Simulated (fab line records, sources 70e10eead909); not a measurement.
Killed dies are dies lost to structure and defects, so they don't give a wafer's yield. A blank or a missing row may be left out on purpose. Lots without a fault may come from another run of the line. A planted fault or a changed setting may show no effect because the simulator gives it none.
Chamber matching | flow nand_harc | NHARC_P_ZERO_WELL_DESCUM_54 on rie_diel-01: 4 sister chambers
The step chemistry O2, time 3 s. 4 wafers are shown with their chamber, then 7 later ones without.

WAFERS WITH THEIR CHAMBER
wafer  | chamber | drypump_motor_current_A (A)
L784.5 | 1       | 6.5
L785.5 | 3       | 5.9
L786.2 | 2       | 5.2
L788.4 | 0       | 5.9

WAFERS WITHOUT THEIR CHAMBER
wafer  | drypump_motor_current_A (A)
L788.6 | 5.2
L799.2 | 5.9
L799.3 | 6.6
L799.4 | 5.9
L801.2 | 5.9
L801.4 | 6.5
L801.5 | 5.8

WHICH CHAMBER EACH WENT THROUGH
wafer  | from the rows above     | in truth
L788.6 | 2                       | 2
L799.2 | can't be placed: 0 or 3 | 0
L799.3 | 1                       | 1
L799.4 | can't be placed: 0 or 3 | 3
L801.2 | can't be placed: 0 or 3 | 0
L801.4 | 1                       | 1
L801.5 | can't be placed: 0 or 3 | 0
Placed correctly: 3 of 7. Can't be placed from these rows: 4 (the true chamber is among the candidates in 4). Placed wrongly: 0.
How it was worked out, from the rows above alone: a wafer's distance from a chamber is the root of the sum, over the readings, of the square of ((its reading less the chamber's mean) divided by the reading's scatter). The wafer belongs to the nearest chamber; if the next one is less than 2 further off, it can't be placed. A chamber's mean is the mean of its shown wafers. The scatter: with one shown wafer a chamber, the root of the mean of the squares of how far each hidden wafer lies from its nearest shown one.
